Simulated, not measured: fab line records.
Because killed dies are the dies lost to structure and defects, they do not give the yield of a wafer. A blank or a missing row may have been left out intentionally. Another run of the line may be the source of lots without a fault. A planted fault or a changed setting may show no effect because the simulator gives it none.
Chamber matching -- flow n5_finfet -- N5_BEOL_M11_CMP_52 on cmp-04 has 4 sister chambers
The step polishes, stops on SiCOH lowk, t overpolish 7 s, target thk 140 nm. 4 wafers are shown with their chamber, then 9 later ones without.

WAFERS PAIRED WITH THEIR CHAMBERS
wafer,chamber,motor_current_A (A)
L081.2,0,6.4
L083.5,1,5.2
L084.4,3,7.6
L084.6,2,7.2

WAFERS MISSING THEIR CHAMBER
wafer,motor_current_A (A)
L086.1,7.4
L086.2,7.3
L086.6,7.5
L088.1,7.4
L088.2,5.1
L088.5,7.0
L095.1,7.1
L095.5,7.6
L095.6,7.1

WHICH CHAMBER EACH ONE RAN IN
wafer,from the rows above,in truth
L086.1,can't be placed: 3 or 2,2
L086.2,can't be placed: 2 or 3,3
L086.6,can't be placed: 3 or 2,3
L088.1,can't be placed: 3 or 2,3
L088.2,1,1
L088.5,2,2
L095.1,2,2
L095.5,3,3
L095.6,2,2
5 of 9 placed correctly. These rows do not allow placing 4 (true chamber among the candidates in 4). 0 placed wrongly.
How it was worked out, from the rows above alone: a wafer's distance from a chamber is the root of the sum, over the readings, of the square of ((its reading less the chamber's mean) divided by the reading's scatter). If the next closest chamber is less than 2 further off than the closest, the wafer can't be placed; otherwise it belongs to the closest. A chamber's mean is the mean of its shown wafers. The scatter: root of mean squared gap, hidden wafer to nearest shown wafer, with one shown wafer a chamber.
